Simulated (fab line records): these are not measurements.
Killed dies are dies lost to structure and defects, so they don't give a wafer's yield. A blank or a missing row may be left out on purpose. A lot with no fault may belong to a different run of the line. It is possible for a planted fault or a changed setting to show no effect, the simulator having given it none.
Problem report in the 8D (eight disciplines) form, filled by code | flow nandHarc | the parts of the form that need people (team, actions taken, sign-off) are left out

## 1. WHAT WENT WRONG
Mean of thkNm at NHARC_A_ONON_D2_THK_MEAS_27: 917 nm across 4 wafers in 3 lots; on wafers with no fault it is 998 nm (standard deviation 8.5). That puts it -9.5 standard deviations away from the usual mean.
The step: measures by ellipsometry.
Earliest sighting: wafer L867.4 on filmMetro-01 at day 20 11:31. The record has a number at this step for 43 wafers belonging to 15 lots. Rule for "out", or "out of limits": more than 4 standard deviations from the usual mean. The other wafers with a number count as sound.

## 2. WHAT IT IS AND WHAT IT IS NOT
question                    | is                             | is not
which readings at this step | thkNm                          | -
which lots                  | L867, L869, L871               | L849, L850, L851, L855, L858, L859, L860, L863, L864, L868, L870, L872
which wafers of those lots  | L867.4, L869.4, L869.6, L871.4 | L867.1, L869.1, L871.5
read on which gauges        | filmMetro-01, filmMetro-02     | -
when                        | from day 20 11:31              | up to then (28 sound wafers); but 11 sound wafers of L868, L869, L870, L871, L872 came after

## 3. SUSPECTS, AND WHAT RULES EACH OUT
Counting: a tool at a process step up to the reading stays a suspect if it ran every lot that is out. Sound lots after the first of them don't rule it out here, since some wafers of a struck lot are sound.
- ruled out: the gauge at NHARC_A_ONON_D2_THK_MEAS_27. 2 gauges (filmMetro-01, filmMetro-02) read the wafers that are out.
- pecvdOnon-03 at NHARC_A_ONON_D2_DEP_25 (target thk 1000 nm): kept. It ran every lot that is out, first L867 (day 20 11:01); its last sound lot up to then is L863 (day 18 17:38).
Left after counting: pecvdOnon-03 at NHARC_A_ONON_D2_DEP_25.

## 4. THE CAUSE (what the simulator had put in)
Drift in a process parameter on pecvdOnon-03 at NHARC_A_ONON_D2_DEP_25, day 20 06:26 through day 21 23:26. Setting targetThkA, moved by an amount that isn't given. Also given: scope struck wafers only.
After counting, this tool was the only one left.

## 5. THE EFFECT CHAIN, in route order
Each row: a reading where the mean over the struck wafers with a number is more than 3 standard deviations away from the usual. Only readings whose record carries a usual standard deviation are examined. hours: median over the lots of the time between each lot's start at the first step of this table that gives one and its start at this step. sigmas: the change, counted in usual standard deviations.
hours | step                        | reading | usual  | on struck wafers | change | sigmas
0     | NHARC_A_ONON_D2_THK_MEAS_27 | thkNm   | 998 nm | 917              | -81    | -9.5
Later steps that measure or inspect, where all struck wafers having a row at the step show a number for every such reading and not one has moved that far: NHARC_A_ONON_D2_THK_MEAS_34.

## 6. HOW IT WOULD HAVE BEEN CAUGHT EARLIER
5 hours passed between the start of the fault at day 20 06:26 and the first reading out of limits at a measuring or inspecting step in this record, taken at day 20 11:31.
Of the lots that are out (3), L869, L871 began NHARC_A_ONON_D2_DEP_25 on pecvdOnon-03 after day 20 11:31. A hold on the tool at that time would have spared those 2.
